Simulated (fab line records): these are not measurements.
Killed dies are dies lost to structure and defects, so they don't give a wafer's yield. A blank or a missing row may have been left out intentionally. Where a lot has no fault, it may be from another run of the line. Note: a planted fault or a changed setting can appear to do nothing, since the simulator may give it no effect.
Tool commonality check :: flow nandHarc :: 12 lots, 36 wafers sampled

== WHY IT WAS OPENED ==
On 2 of the 12 lots, a flag is raised at NHARC_A_ONON_D1_THK_MEAS_21 on the reading thkNm. Fault-free wafers read 1001 nm, with a standard deviation of 9.
Rule: a lot gets a flag if all its wafers with a number sit over 4 standard deviations from that mean, or if no wafer of it has a number. All remaining lots are regarded as sound.

lot: L603
measured: day 8 10:53
on: filmMetro-01
thkNm (nm), wafer by wafer: 998 998 998
flag: 

lot: L606
measured: day 8 22:13
on: filmMetro-01
thkNm (nm), wafer by wafer: 1005 1004 1007
flag: 

lot: L608
measured: day 9 15:31
on: filmMetro-02
thkNm (nm), wafer by wafer: 999 1001 998
flag: 

lot: L609
measured: day 9 15:31
on: filmMetro-01
thkNm (nm), wafer by wafer: 1008 1009 1006
flag: 

lot: L610
measured: day 9 22:19
on: filmMetro-01
thkNm (nm), wafer by wafer: 985 984 984
flag: 

lot: L612
measured: day 10 07:46
on: filmMetro-01
thkNm (nm), wafer by wafer: 573 573 573
flag: FLAGGED

lot: L615
measured: day 11 01:32
on: filmMetro-01
thkNm (nm), wafer by wafer: 1023 1021 1021
flag: 

lot: L614
measured: day 11 01:33
on: filmMetro-02
thkNm (nm), wafer by wafer: 582 582 580
flag: FLAGGED

lot: L619
measured: day 12 09:10
on: filmMetro-01
thkNm (nm), wafer by wafer: 1011 1014 1013
flag: 

lot: L621
measured: day 12 17:03
on: filmMetro-02
thkNm (nm), wafer by wafer: 1008 1011 1013
flag: 

lot: L624
measured: day 13 07:08
on: filmMetro-01
thkNm (nm), wafer by wafer: 1006 1007 1007
flag: 

lot: L625
measured: day 13 18:14
on: filmMetro-02
thkNm (nm), wafer by wafer: 1000 999 998
flag: 
Average over the flagged lots: 577 nm; offset from the usual -424 nm, equal to -47 standard deviations.

== WHICH TOOL EACH LOT WENT THROUGH ==
3 process steps preceding the reading are held in the record, out of 1159 steps in the route. Cell contents, in order: the tool; ch with the chambers the sampled wafers went through; the start.
lot: L603
flag: 
NHARC_P_BONDPAD_DEGAS_25: pvdSputter-01, day 6 22:11
NHARC_A_ZERO_WELL_ETCH_19: rieDiel-05 ch 1,2,3, day 7 01:22
NHARC_A_ONON_D1_DEP_19: pecvdOnon-03 ch 0, day 8 10:22

lot: L606
flag: 
NHARC_P_BONDPAD_DEGAS_25: pvdSputter-02, day 7 09:38
NHARC_A_ZERO_WELL_ETCH_19: rieDiel-01 ch 0,2,3, day 7 12:50
NHARC_A_ONON_D1_DEP_19: pecvdOnon-03 ch 0, day 8 21:46

lot: L608
flag: 
NHARC_P_BONDPAD_DEGAS_25: pvdSputter-02, day 8 02:11
NHARC_A_ZERO_WELL_ETCH_19: rieDiel-05 ch 0,1,3, day 8 05:26
NHARC_A_ONON_D1_DEP_19: pecvdOnon-03 ch 0, day 9 15:04

lot: L609
flag: 
NHARC_P_BONDPAD_DEGAS_25: pvdSputter-03, day 8 00:58
NHARC_A_ZERO_WELL_ETCH_19: rieDiel-13 ch 0,1,2, day 8 04:07
NHARC_A_ONON_D1_DEP_19: pecvdOnon-04 ch 0, day 9 15:01

lot: L610
flag: 
NHARC_P_BONDPAD_DEGAS_25: pvdSputter-01, day 8 08:53
NHARC_A_ZERO_WELL_ETCH_19: rieDiel-05 ch 0,1, day 8 12:12
NHARC_A_ONON_D1_DEP_19: pecvdOnon-03 ch 0, day 9 21:48

lot: L612
flag: FLAGGED
NHARC_P_BONDPAD_DEGAS_25: pvdSputter-03, day 8 17:33
NHARC_A_ZERO_WELL_ETCH_19: rieDiel-05 ch 0,1,3, day 8 20:47
NHARC_A_ONON_D1_DEP_19: pecvdOnon-03 ch 0, day 10 07:23

lot: L615
flag: 
NHARC_P_BONDPAD_DEGAS_25: pvdSputter-03, day 9 13:58
NHARC_A_ZERO_WELL_ETCH_19: rieDiel-05 ch 1,3, day 9 17:11
NHARC_A_ONON_D1_DEP_19: pecvdOnon-02 ch 0, day 11 01:02

lot: L614
flag: FLAGGED
NHARC_P_BONDPAD_DEGAS_25: pvdSputter-03, day 9 15:17
NHARC_A_ZERO_WELL_ETCH_19: rieDiel-13 ch 0,1,2, day 9 18:28
NHARC_A_ONON_D1_DEP_19: pecvdOnon-03 ch 0, day 11 01:02

lot: L619
flag: 
NHARC_P_BONDPAD_DEGAS_25: pvdSputter-01, day 10 20:53
NHARC_A_ZERO_WELL_ETCH_19: rieDiel-13 ch 1,3, day 11 00:10
NHARC_A_ONON_D1_DEP_19: pecvdOnon-02 ch 0, day 12 08:43

lot: L621
flag: 
NHARC_P_BONDPAD_DEGAS_25: pvdSputter-01, day 11 06:23
NHARC_A_ZERO_WELL_ETCH_19: rieDiel-13 ch 0,3, day 11 09:33
NHARC_A_ONON_D1_DEP_19: pecvdOnon-02 ch 0, day 12 16:35

lot: L624
flag: 
NHARC_P_BONDPAD_DEGAS_25: pvdSputter-02, day 11 20:26
NHARC_A_ZERO_WELL_ETCH_19: rieDiel-05 ch 0,2,3, day 11 23:31
NHARC_A_ONON_D1_DEP_19: pecvdOnon-03 ch 0, day 13 06:38

lot: L625
flag: 
NHARC_P_BONDPAD_DEGAS_25: pvdSputter-01, day 12 05:06
NHARC_A_ZERO_WELL_ETCH_19: rieDiel-01 ch 1,2, day 12 08:18
NHARC_A_ONON_D1_DEP_19: pecvdOnon-03 ch 0, day 13 17:54
These steps, and what they do:
- NHARC_P_BONDPAD_DEGAS_25: time 60 s.
- NHARC_A_ZERO_WELL_ETCH_19: etches the open film in N2/H2, target depth 80 nm, overetch 24 nm, time 87.88 s.
- NHARC_A_ONON_D1_DEP_19: target thk 1000 nm.
- NHARC_A_ONON_D1_THK_MEAS_21: measures by ellipsometry.

== FLAGGED AGAINST TOTAL, ONE TOOL AT A TIME (gauges that did the reading follow at the end) ==
step: NHARC_P_BONDPAD_DEGAS_25
tool: pvdSputter-01
lots run: 5
flagged: 0
share of the flagged lots: none
sound lots run after its first flagged lot: -

step: NHARC_P_BONDPAD_DEGAS_25
tool: pvdSputter-02
lots run: 3
flagged: 0
share of the flagged lots: none
sound lots run after its first flagged lot: -

step: NHARC_P_BONDPAD_DEGAS_25
tool: pvdSputter-03
lots run: 4
flagged: 2
share of the flagged lots: all
sound lots run after its first flagged lot: 1 (L615)

step: NHARC_A_ZERO_WELL_ETCH_19
tool: rieDiel-01
lots run: 2
flagged: 0
share of the flagged lots: none
sound lots run after its first flagged lot: -

step: NHARC_A_ZERO_WELL_ETCH_19
tool: rieDiel-05
lots run: 6
flagged: 1
share of the flagged lots: some
sound lots run after its first flagged lot: 2 (L615,L624)

step: NHARC_A_ZERO_WELL_ETCH_19
tool: rieDiel-13
lots run: 4
flagged: 1
share of the flagged lots: some
sound lots run after its first flagged lot: 2 (L619,L621)

step: NHARC_A_ONON_D1_DEP_19
tool: pecvdOnon-02
lots run: 3
flagged: 0
share of the flagged lots: none
sound lots run after its first flagged lot: -

step: NHARC_A_ONON_D1_DEP_19
tool: pecvdOnon-03
lots run: 8
flagged: 2
share of the flagged lots: all
sound lots run after its first flagged lot: 2 (L624,L625)

step: NHARC_A_ONON_D1_DEP_19
tool: pecvdOnon-04
lots run: 1
flagged: 0
share of the flagged lots: none
sound lots run after its first flagged lot: -

step: NHARC_A_ONON_D1_THK_MEAS_21
tool: filmMetro-01
lots run: 8
flagged: 1
share of the flagged lots: some
sound lots run after its first flagged lot: 3 (L615,L619,L624)

step: NHARC_A_ONON_D1_THK_MEAS_21
tool: filmMetro-02
lots run: 4
flagged: 1
share of the flagged lots: some
sound lots run after its first flagged lot: 2 (L621,L625)

== WHAT THE TABLE PERMITS ==
In 2 table rows, all flagged lots were run: pvdSputter-03 (NHARC_P_BONDPAD_DEGAS_25), pecvdOnon-03 (NHARC_A_ONON_D1_DEP_19).
- pvdSputter-03 at NHARC_P_BONDPAD_DEGAS_25: 2 of its 4 lots flagged. Lots that were sound ran on it after the first flagged one (L615); a persistent fault on the entire tool would not allow that.
- pecvdOnon-03 at NHARC_A_ONON_D1_DEP_19: 2 of its 8 lots flagged. Lots that were sound ran on it after the first flagged one (L624, L625); a persistent fault on the entire tool would not allow that.
Every row of the table either missed a flagged lot or ran a sound lot after the first.

== WHAT HAD BEEN PUT IN BY THE SIMULATOR ==
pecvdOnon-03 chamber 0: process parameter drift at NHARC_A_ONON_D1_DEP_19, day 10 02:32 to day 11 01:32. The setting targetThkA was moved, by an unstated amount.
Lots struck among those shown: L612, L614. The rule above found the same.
